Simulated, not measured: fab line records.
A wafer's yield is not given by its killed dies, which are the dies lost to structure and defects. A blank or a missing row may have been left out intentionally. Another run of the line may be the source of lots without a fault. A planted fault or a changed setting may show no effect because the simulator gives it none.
Comparing a struck lot with a sound one -- flow nand_harc -- 37 out of 1302 route steps
Sound: these wafers, L206.2, L206.3, L206.4. Struck: wafers L198.2, L198.5 (left out: L198.3, a lot-mate that was not struck); the cause follows at the end.
For every step that has rows: the tool of each side, followed by ch and its chambers, followed by its first start. Under that, the readings that differ: sound wafers -- struck wafers -- difference of the means -- sigmas: that difference in standard deviations of wafers without a fault.
alike: a reading whose means differ by less than 2 such deviations, as well as words and numbers matching on both sides. not compared: withheld readings; readings where some wafer has no value; bounds like >300 that might hide an equal value; numbers whose values overlap and for which the record gives no deviation.
Wherever a step has rows on one side only, a row that says differs or no value, or a row with sigmas, the two part there. Numbers that have no deviation but don't overlap get no sigmas and don't part them. A reading missing from all wafers of one side parts the sides only when that side holds two or more wafers.

NHARC_A_ONON_D1_INSPECT_32:
  sound on defect_inspect-02, day 13 12:07; struck on defect_inspect-01, day 10 11:02
  alike: raw_defect_count
then, 1 step without rows for these wafers: NHARC_A_CHANNEL_HOLE_D1_DEP_00 (deposits aC, target thk 3100 nm).
NHARC_A_CHANNEL_HOLE_D1_DEP_01: deposits SiON, target thk 140 nm.
  sound on pecvd-02 ch 1,2, day 13 14:05; struck on pecvd-03 ch 2, day 10 14:31
  alike: heater_power_w
then, 8 steps without rows for these wafers: NHARC_A_CHANNEL_HOLE_D1_DEHYDRATE_02 (time 120 s); NHARC_A_CHANNEL_HOLE_D1_HMDS_03 (time 30 s); NHARC_A_CHANNEL_HOLE_D1_COAT_36 (time 75 s); NHARC_A_CHANNEL_HOLE_D1_COAT_37 (time 65 s); NHARC_A_CHANNEL_HOLE_D1_COAT_04 (resist thk 90 nm); NHARC_A_CHANNEL_HOLE_D1_SOFTBAKE_05 (time 55 s); NHARC_A_CHANNEL_HOLE_D1_EBR_06; NHARC_A_CHANNEL_HOLE_D1_EXPOSE_07 (exposes mask HOLE D1, target cd 100 nm).
NHARC_A_CHANNEL_HOLE_D1_PEB_08: peb time 65 s.
  sound on litho_track-04 ch 0, day 13 14:44; struck on litho_track-01 ch 0, day 10 15:08
then, 1 step without rows for these wafers: NHARC_A_CHANNEL_HOLE_D1_DEVELOP_09 (develop time 35 s).
NHARC_A_CHANNEL_HOLE_D1_CD_MEAS_10: the cd target is 100 nm.
  sound on cd_sem-02 ch 0, day 13 14:49; struck on cd_sem-01 ch 0, day 10 15:13
reading,sound,struck,difference,sigmas
cd_nm (nm),98.7 100.0 99.6,104.2 104.1,+4.7,+6
NHARC_A_CHANNEL_HOLE_D1_OVL_MEAS_11:
  sound on overlay-01, day 13 14:54; struck on overlay-01, day 10 15:18
  alike: overlay_x_nm, overlay_y_nm
NHARC_A_CHANNEL_HOLE_D1_INSPECT_12:
  sound on defect_inspect-01, day 13 14:56; struck on defect_inspect-01, day 10 15:20
  alike: raw_defect_count
NHARC_A_CHANNEL_HOLE_D1_DESCUM_15: chemistry O2, time 3 s.
  sound on rie_diel-06 ch 0,1,3, day 13 15:00; struck on rie_diel-06 ch 2, day 10 15:24
reading,sound,struck,difference,sigmas
showerhead_plenum_p_Torr (Torr),1.82 1.80 1.79,2.00 2.00,+0.20,+2
throttle_valve_pct (%),11.326 11.318 11.325,11.288 11.301,-0.029,-3
model.A_CHANNEL_HOLE_D1.cd_nm (nm),98.51 99.7 99.93,105 104.7,+5,
  alike: drypump_motor_current_A, oes_product_au, rf_vpp_V
  not compared: rf_hours_counter_h
then, 3 steps without rows for these wafers: NHARC_A_CHANNEL_HOLE_D1_ETCH_38 (etches the open film in CF4, target depth 39 nm, time 65 s); NHARC_A_CHANNEL_HOLE_D1_ETCH_39 (etches the open film in N2/H2, target depth 260 nm, time 325 s); NHARC_A_CHANNEL_HOLE_D1_ETCH_34 (etches the open film in CF4/CHF3, target depth 154 nm, time 77 s).
NHARC_A_CHANNEL_HOLE_D1_ETCH_16: etches the open film in O2/COS, target depth 3100 nm, time 806 s.
  sound on rie_diel-06 ch 0,1,3; struck on rie_diel-06 ch 0,1
  alike: drypump_motor_current_A, oes_product_au, rf_vpp_V, showerhead_plenum_p_Torr, throttle_valve_pct
  not compared: rf_hours_counter_h
NHARC_A_CHANNEL_HOLE_D1_CD_MEAS_18:
  sound on cd_sem-02, day 13 16:06; struck on cd_sem-02, day 10 16:30
  alike: cd_nm
then, 2 steps without rows for these wafers: NHARC_A_CHANNEL_HOLE_D1_ETCH_19 (etches the open film in C4F8/O2/Ar, time 34.5 s); NHARC_A_CHANNEL_HOLE_D1_ETCH_20 (etches the open film in C4F8/O2/Ar, time 361.9 s, target depth 1600 nm).
NHARC_A_CHANNEL_HOLE_D1_ETCH_21: etches the open film in C4F8/O2/Ar, time 514.3 s, target depth 1600 nm.
  sound on har_etch-01 ch 0,1, day 13 16:40; struck on har_etch-02 ch 1, day 10 17:00
reading,sound,struck,difference,sigmas
showerhead_plenum_p_Torr (Torr),3.53 3.61 3.53,3.75 3.75,+0.19,+2
  alike: drypump_motor_current_A, throttle_valve_pct
  not compared: rf_hours_counter_h
then, 2 steps without rows for these wafers: NHARC_A_CHANNEL_HOLE_D1_ETCH_22 (etches the open film in C4F8/O2/Ar, time 666.7 s, target depth 1600 nm); NHARC_A_CHANNEL_HOLE_D1_ETCH_23 (etches the open film in C4F8/O2/Ar, time 819 s, target depth 1600 nm).
NHARC_A_CHANNEL_HOLE_D1_ETCH_24: etches the open film in C4F8/O2/Ar, time 906.2 s, target depth 1500 nm.
  sound on har_etch-01 ch 0,1, day 13 18:26; struck on har_etch-02 ch 1, day 10 18:42
  alike: drypump_motor_current_A, showerhead_plenum_p_Torr, throttle_valve_pct
  not compared: rf_hours_counter_h
then, 2 steps without rows for these wafers: NHARC_A_CHANNEL_HOLE_D1_ETCH_25 (etches the open film in C4F8/O2/Ar, time 1040.2 s, target depth 1500 nm); NHARC_A_CHANNEL_HOLE_D1_ETCH_26 (etches the open film in C4F8/O2/Ar, time 224.1 s, target depth 300 nm).
NHARC_A_CHANNEL_HOLE_D1_ETCH_33: etches the open film in C4F8/O2/Ar, time 90 s, target depth 400 nm.
  sound on har_etch-01 ch 0,1, day 13 20:11; struck on har_etch-02 ch 1, day 10 20:33
reading,sound,struck,difference,sigmas
showerhead_plenum_p_Torr (Torr),3.56 3.65 3.56,3.79 3.79,+0.20,+2
  alike: drypump_motor_current_A, throttle_valve_pct
  not compared: rf_hours_counter_h
then, 3 steps without rows for these wafers: NHARC_A_CHANNEL_HOLE_D1_STRIP_41 (strips in N2/H2); NHARC_A_CHANNEL_HOLE_D1_STRIP_42 (strips in CF4/CHF3); NHARC_A_CHANNEL_HOLE_D1_STRIP_43 (strips in O2/COS).
NHARC_A_CHANNEL_HOLE_D1_ETCH_44: etches the open film in CF4/O2, target depth 140 nm, overetch 14 nm, time 77 s.
  sound on rie_diel-04 ch 0,2,3, day 13 20:55; struck on rie_diel-04 ch 1,3, day 10 21:19
reading,sound,struck,difference,sigmas
model.A_CHANNEL_HOLE_D1.cd_nm (nm),88.84 88.96 89.45,96.08 93.84,+5.88,
  alike: drypump_motor_current_A, oes_product_au, rf_vpp_V, showerhead_plenum_p_Torr, throttle_valve_pct
  not compared: rf_hours_counter_h
then, 2 steps without rows for these wafers: NHARC_A_CHANNEL_HOLE_D1_STRIP_27 (strips in O2); NHARC_END_SORT_01.

## WHERE THEY PART
Last at NHARC_A_CHANNEL_HOLE_D1_ETCH_33 as far as this record goes, first at NHARC_A_CHANNEL_HOLE_D1_CD_MEAS_10. Later steps at which nothing parts them and some readings are alike: NHARC_A_CHANNEL_HOLE_D1_ETCH_44.

WHY: the cause the simulator had injected
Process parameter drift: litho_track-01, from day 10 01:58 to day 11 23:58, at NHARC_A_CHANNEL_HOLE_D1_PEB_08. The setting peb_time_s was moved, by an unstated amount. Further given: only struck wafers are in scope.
